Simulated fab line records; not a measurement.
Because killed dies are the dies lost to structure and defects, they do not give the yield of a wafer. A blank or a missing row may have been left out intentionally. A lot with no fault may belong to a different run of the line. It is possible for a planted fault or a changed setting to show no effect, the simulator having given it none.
Which of the tools did it? / flow n5Finfet / 30 wafers from 10 lots sampled at 5 of the route's 1938 steps

WHAT EACH GAUGE READ, for each wafer
The record lacks any reading of a measuring or inspecting step that a usual standard deviation could be used to judge.

TOOL THAT RAN EACH LOT (tool first, then ch and the chambers of the sampled wafers, then the start)
lot=L569; N5_BEOL_M9_TRENCH_ETCH_37=rieDiel-03 ch 0,1, day 9 20:48; N5_PASSIVATION_VIA_ETCH_13=rieDiel-02 ch 1, day 11 22:53; N5_PASSIVATION_PRE_CLEAN_19=pvdSputter-01, day 11 23:41; N5_PASSIVATION_ETCH_59=rieMetal-03 ch 0,1, day 12 01:00; N5_PASSIVATION_PROBE_49=-
lot=L570; N5_BEOL_M9_TRENCH_ETCH_37=rieDiel-01 ch 0,1,2, day 10 05:39; N5_PASSIVATION_VIA_ETCH_13=rieDiel-01 ch 1,2,3, day 12 10:59; N5_PASSIVATION_PRE_CLEAN_19=pvdSputter-02, day 12 11:49; N5_PASSIVATION_ETCH_59=rieMetal-02 ch 0,1, day 12 13:13; N5_PASSIVATION_PROBE_49=-
lot=L573; N5_BEOL_M9_TRENCH_ETCH_37=rieDiel-01 ch 1,3, day 10 17:10; N5_PASSIVATION_VIA_ETCH_13=rieDiel-02 ch 2,3, day 13 01:44; N5_PASSIVATION_PRE_CLEAN_19=pvdSputter-01, day 13 02:52; N5_PASSIVATION_ETCH_59=rieMetal-01 ch 0,1, day 13 04:06; N5_PASSIVATION_PROBE_49=-
lot=L572; N5_BEOL_M9_TRENCH_ETCH_37=rieDiel-01 ch 0,2,3, day 10 20:37; N5_PASSIVATION_VIA_ETCH_13=rieDiel-03 ch 0,1,2, day 13 02:08; N5_PASSIVATION_PRE_CLEAN_19=pvdSputter-01, day 13 03:17; N5_PASSIVATION_ETCH_59=rieMetal-03 ch 0,1, day 13 04:29; N5_PASSIVATION_PROBE_49=-
lot=L574; N5_BEOL_M9_TRENCH_ETCH_37=rieDiel-01 ch 1,3, day 11 00:29; N5_PASSIVATION_VIA_ETCH_13=rieDiel-03 ch 1,2, day 13 06:18; N5_PASSIVATION_PRE_CLEAN_19=pvdSputter-02, day 13 08:59; N5_PASSIVATION_ETCH_59=rieMetal-02 ch 0,1, day 13 10:20; N5_PASSIVATION_PROBE_49=-
lot=L577; N5_BEOL_M9_TRENCH_ETCH_37=rieDiel-01 ch 0,3, day 11 06:07; N5_PASSIVATION_VIA_ETCH_13=rieDiel-01 ch 0,1,3, day 13 11:17; N5_PASSIVATION_PRE_CLEAN_19=pvdSputter-02, day 13 11:53; N5_PASSIVATION_ETCH_59=rieMetal-02 ch 0, day 13 13:41; N5_PASSIVATION_PROBE_49=-
lot=L578; N5_BEOL_M9_TRENCH_ETCH_37=rieDiel-01 ch 0,1,3, day 12 02:22; N5_PASSIVATION_VIA_ETCH_13=rieDiel-02 ch 1,2,3, day 14 04:02; N5_PASSIVATION_PRE_CLEAN_19=pvdSputter-03, day 14 08:38; N5_PASSIVATION_ETCH_59=rieMetal-01 ch 0,1, day 14 09:58; N5_PASSIVATION_PROBE_49=-
lot=L580; N5_BEOL_M9_TRENCH_ETCH_37=rieDiel-01 ch 0,1,2, day 12 19:11; N5_PASSIVATION_VIA_ETCH_13=rieDiel-01 ch 0,1,3, day 14 18:39; N5_PASSIVATION_PRE_CLEAN_19=pvdSputter-03, day 14 19:16; N5_PASSIVATION_ETCH_59=rieMetal-02 ch 0, day 14 21:06; N5_PASSIVATION_PROBE_49=-
lot=L585; N5_BEOL_M9_TRENCH_ETCH_37=rieDiel-03 ch 0,2,3, day 13 14:20; N5_PASSIVATION_VIA_ETCH_13=rieDiel-02 ch 1,2,3, day 16 10:26; N5_PASSIVATION_PRE_CLEAN_19=pvdSputter-02, day 16 10:58; N5_PASSIVATION_ETCH_59=rieMetal-02 ch 0,1, day 16 12:18; N5_PASSIVATION_PROBE_49=-
lot=L586; N5_BEOL_M9_TRENCH_ETCH_37=rieDiel-01 ch 0,1,3, day 13 21:31; N5_PASSIVATION_VIA_ETCH_13=rieDiel-02 ch 1,2, day 16 17:04; N5_PASSIVATION_PRE_CLEAN_19=pvdSputter-01, day 16 18:14; N5_PASSIVATION_ETCH_59=rieMetal-01 ch 0,1, day 16 19:32; N5_PASSIVATION_PROBE_49=prober-01, day 16 23:57
- N5_BEOL_M9_TRENCH_ETCH_37: etches SiCOH lowk in C4F6/O2, target depth 151.43 nm, time 49 s.
- N5_PASSIVATION_VIA_ETCH_13: etches SiO2 in CHF3/O2, target depth 660 nm, time 330 s.
- N5_PASSIVATION_PRE_CLEAN_19
- N5_PASSIVATION_ETCH_59: etches TaN in Cl2/BCl3, target depth 65 nm, time 34.9 s.
- N5_PASSIVATION_PROBE_49

AS READ BY THE TOOLS THEMSELVES (means over the sampled wafers that have a number; for cases with no such wafer, the mark the record gives instead)
N5_BEOL_M9_TRENCH_ETCH_37. Usual: drypumpMotorCurrentA 5.9 A, standard deviation 0.45; oesProductAu 0.77 a.u., standard deviation 0.076; rfVppV 670 V, standard deviation 16; showerheadPlenumPTorr 2.89 Torr, standard deviation 0.07; throttleValvePct 20.89 %, standard deviation 0.17.
lot=L569; tool=rieDiel-03; drypumpMotorCurrentA (A)=6.6; oesProductAu (a.u.)=0.75; rfVppV (V)=654; showerheadPlenumPTorr (Torr)=2.91; throttleValvePct (%)=21.13; flag=
lot=L570; tool=rieDiel-01; drypumpMotorCurrentA (A)=5.8; oesProductAu (a.u.)=0.82; rfVppV (V)=683; showerheadPlenumPTorr (Torr)=2.94; throttleValvePct (%)=20.78; flag=
lot=L573; tool=rieDiel-01; drypumpMotorCurrentA (A)=6.0; oesProductAu (a.u.)=0.80; rfVppV (V)=678; showerheadPlenumPTorr (Torr)=2.94; throttleValvePct (%)=20.84; flag=
lot=L572; tool=rieDiel-01; drypumpMotorCurrentA (A)=5.9; oesProductAu (a.u.)=0.77; rfVppV (V)=676; showerheadPlenumPTorr (Torr)=2.88; throttleValvePct (%)=20.81; flag=
lot=L574; tool=rieDiel-01; drypumpMotorCurrentA (A)=6.2; oesProductAu (a.u.)=0.75; rfVppV (V)=671; showerheadPlenumPTorr (Torr)=2.87; throttleValvePct (%)=20.86; flag=
lot=L577; tool=rieDiel-01; drypumpMotorCurrentA (A)=6.0; oesProductAu (a.u.)=0.83; rfVppV (V)=665; showerheadPlenumPTorr (Torr)=2.86; throttleValvePct (%)=20.92; flag=
lot=L578; tool=rieDiel-01; drypumpMotorCurrentA (A)=6.0; oesProductAu (a.u.)=0.81; rfVppV (V)=671; showerheadPlenumPTorr (Torr)=2.90; throttleValvePct (%)=20.89; flag=
lot=L580; tool=rieDiel-01; drypumpMotorCurrentA (A)=5.8; oesProductAu (a.u.)=0.80; rfVppV (V)=682; showerheadPlenumPTorr (Torr)=2.94; throttleValvePct (%)=20.81; flag=
lot=L585; tool=rieDiel-03; drypumpMotorCurrentA (A)=5.9; oesProductAu (a.u.)=0.75; rfVppV (V)=665; showerheadPlenumPTorr (Torr)=2.86; throttleValvePct (%)=21.01; flag=
lot=L586; tool=rieDiel-01; drypumpMotorCurrentA (A)=6.0; oesProductAu (a.u.)=0.78; rfVppV (V)=671; showerheadPlenumPTorr (Torr)=2.89; throttleValvePct (%)=20.91; flag=

N5_PASSIVATION_VIA_ETCH_13. Usual: drypumpMotorCurrentA 5.9 A, standard deviation 0.45; etchRfOnTimeS 237 s, standard deviation 5; oesProductAu 0.71 a.u., standard deviation 0.08; rfVppV 522 V, standard deviation 12; showerheadPlenumPTorr 2.44 Torr, standard deviation 0.068; throttleValvePct 18.83 %, standard deviation 0.17.
lot=L569; tool=rieDiel-02; drypumpMotorCurrentA (A)=5.8; etchRfOnTimeS (s)=239; oesProductAu (a.u.)=0.66; rfVppV (V)=522; showerheadPlenumPTorr (Torr)=2.39; throttleValvePct (%)=18.65; flag=
lot=L570; tool=rieDiel-01; drypumpMotorCurrentA (A)=6.0; etchRfOnTimeS (s)=236; oesProductAu (a.u.)=0.68; rfVppV (V)=537; showerheadPlenumPTorr (Torr)=2.47; throttleValvePct (%)=18.75; flag=
lot=L573; tool=rieDiel-02; drypumpMotorCurrentA (A)=6.2; etchRfOnTimeS (s)=242; oesProductAu (a.u.)=0.68; rfVppV (V)=504; showerheadPlenumPTorr (Torr)=2.44; throttleValvePct (%)=18.95; flag=
lot=L572; tool=rieDiel-03; drypumpMotorCurrentA (A)=5.9; etchRfOnTimeS (s)=241; oesProductAu (a.u.)=0.68; rfVppV (V)=516; showerheadPlenumPTorr (Torr)=2.43; throttleValvePct (%)=18.97; flag=
lot=L574; tool=rieDiel-03; drypumpMotorCurrentA (A)=5.3; etchRfOnTimeS (s)=240; oesProductAu (a.u.)=0.71; rfVppV (V)=517; showerheadPlenumPTorr (Torr)=2.41; throttleValvePct (%)=18.88; flag=
lot=L577; tool=rieDiel-01; drypumpMotorCurrentA (A)=6.0; etchRfOnTimeS (s)=237; oesProductAu (a.u.)=0.72; rfVppV (V)=528; showerheadPlenumPTorr (Torr)=2.45; throttleValvePct (%)=18.86; flag=
lot=L578; tool=rieDiel-02; drypumpMotorCurrentA (A)=6.0; etchRfOnTimeS (s)=236; oesProductAu (a.u.)=0.68; rfVppV (V)=512; showerheadPlenumPTorr (Torr)=2.44; throttleValvePct (%)=18.82; flag=
lot=L580; tool=rieDiel-01; drypumpMotorCurrentA (A)=6.0; etchRfOnTimeS (s)=232; oesProductAu (a.u.)=0.70; rfVppV (V)=529; showerheadPlenumPTorr (Torr)=2.45; throttleValvePct (%)=18.87; flag=
lot=L585; tool=rieDiel-02; drypumpMotorCurrentA (A)=6.0; etchRfOnTimeS (s)=240; oesProductAu (a.u.)=0.75; rfVppV (V)=510; showerheadPlenumPTorr (Torr)=2.43; throttleValvePct (%)=18.70; flag=
lot=L586; tool=rieDiel-02; drypumpMotorCurrentA (A)=6.0; etchRfOnTimeS (s)=237; oesProductAu (a.u.)=0.70; rfVppV (V)=516; showerheadPlenumPTorr (Torr)=2.38; throttleValvePct (%)=18.71; flag=

N5_PASSIVATION_PRE_CLEAN_19. Usual: 464 W for heaterPowerW, sd 34.
lot=L569; tool=pvdSputter-01; heaterPowerW (W)=483; flag=
lot=L570; tool=pvdSputter-02; heaterPowerW (W)=489; flag=
lot=L573; tool=pvdSputter-01; heaterPowerW (W)=477; flag=
lot=L572; tool=pvdSputter-01; heaterPowerW (W)=451; flag=
lot=L574; tool=pvdSputter-02; heaterPowerW (W)=507; flag=
lot=L577; tool=pvdSputter-02; heaterPowerW (W)=487; flag=
lot=L578; tool=pvdSputter-03; heaterPowerW (W)=444; flag=
lot=L580; tool=pvdSputter-03; heaterPowerW (W)=428; flag=
lot=L585; tool=pvdSputter-02; heaterPowerW (W)=482; flag=
lot=L586; tool=pvdSputter-01; heaterPowerW (W)=448; flag=

N5_PASSIVATION_ETCH_59. Usual: drypumpMotorCurrentA 5.38 A, standard deviation 0.27; oesProductAu 0.80 a.u., standard deviation 0.079; throttleValvePct 21.15 %, standard deviation 0.17.
lot=L569; tool=rieMetal-03; drypumpMotorCurrentA (A)=5.58; oesProductAu (a.u.)=0.68; throttleValvePct (%)=21.41; flag=
lot=L570; tool=rieMetal-02; drypumpMotorCurrentA (A)=5.37; oesProductAu (a.u.)=0.74; throttleValvePct (%)=21.23; flag=
lot=L573; tool=rieMetal-01; drypumpMotorCurrentA (A)=5.40; oesProductAu (a.u.)=0.87; throttleValvePct (%)=21.00; flag=
lot=L572; tool=rieMetal-03; drypumpMotorCurrentA (A)=5.62; oesProductAu (a.u.)=0.69; throttleValvePct (%)=21.39; flag=
lot=L574; tool=rieMetal-02; drypumpMotorCurrentA (A)=5.34; oesProductAu (a.u.)=0.74; throttleValvePct (%)=21.24; flag=
lot=L577; tool=rieMetal-02; drypumpMotorCurrentA (A)=5.03; oesProductAu (a.u.)=0.78; throttleValvePct (%)=21.25; flag=
lot=L578; tool=rieMetal-01; drypumpMotorCurrentA (A)=5.31; oesProductAu (a.u.)=0.85; throttleValvePct (%)=21.09; flag=
lot=L580; tool=rieMetal-02; drypumpMotorCurrentA (A)=5.06; oesProductAu (a.u.)=0.77; throttleValvePct (%)=21.25; flag=
lot=L585; tool=rieMetal-02; drypumpMotorCurrentA (A)=5.36; oesProductAu (a.u.)=0.83; throttleValvePct (%)=21.11; flag=
lot=L586; tool=rieMetal-01; drypumpMotorCurrentA (A)=5.31; oesProductAu (a.u.)=0.83; throttleValvePct (%)=21.09; flag=

N5_PASSIVATION_PROBE_49. Usual: defectLimitedYield 91.3 %, standard deviation 1.5; killed_at_M0_to_M3 35, standard deviation 10; killed_at_M4_up 12, standard deviation 4.6; killedAtContacts 13, standard deviation 6.6; killedAtFrontEnd 39, standard deviation 11; killedAtOther 4, standard deviation 3.4; killedDies 103, standard deviation 17; killedOnRim 14, standard deviation 4.1; killedOpen 67, standard deviation 13; killedShort 35, standard deviation 8.2; sort_bin_5_function 5.1 %, standard deviation 0.94; sort_bin_6_memory 3.2 %, standard deviation 0.7; sortNPass 1077, standard deviation 17; sortYieldPct 91.3 %, standard deviation 1.5.
lot=L586; tool=prober-01; defectLimitedYield (%)=90.8; killed_at_M0_to_M3=32; killed_at_M4_up=33; killedAtContacts=11; killedAtFrontEnd=30; killedAtOther=2; killedDies=108; killedOnRim=14; killedOpen=57; killedShort=30; sort_bin_5_function (%)=5.3; sort_bin_6_memory (%)=2.8; sortNPass=1072; sortYieldPct (%)=90.8; flag=OFF

THE ANSWER, worked out from the rows above alone
Rule: a lot is off if the mean of its wafers that have a number lies more than 3 standard deviations from the usual mean. A lot without any number at a reading at which 4 lots or more have one is off too. The other lots that the step has rows for count as sound. The gauges are gone through in route order, then the tools' own readings, and for those a lot's mean is taken as printed above. At the first step where some lot is off, the reading lying furthest off is the one used; lots without a number count as furthest.
Off: L586 (N5_PASSIVATION_PROBE_49, killed_at_M4_up). Neither off nor sound, because the step has no rows for them: L569, L570, L573, L572, L574, L577, L578, L580, L585.
If a tool, at that step or one of the process steps before it, ran each lot that is off and ran no sound lot following the first of them, it fits. Can't be told from this: 5 tools fit, rieDiel-01 at N5_BEOL_M9_TRENCH_ETCH_37, rieDiel-02 at N5_PASSIVATION_VIA_ETCH_13, pvdSputter-01 at N5_PASSIVATION_PRE_CLEAN_19, rieMetal-01 at N5_PASSIVATION_ETCH_59, prober-01 at N5_PASSIVATION_PROBE_49.

WHAT THE SIMULATOR PUT IN
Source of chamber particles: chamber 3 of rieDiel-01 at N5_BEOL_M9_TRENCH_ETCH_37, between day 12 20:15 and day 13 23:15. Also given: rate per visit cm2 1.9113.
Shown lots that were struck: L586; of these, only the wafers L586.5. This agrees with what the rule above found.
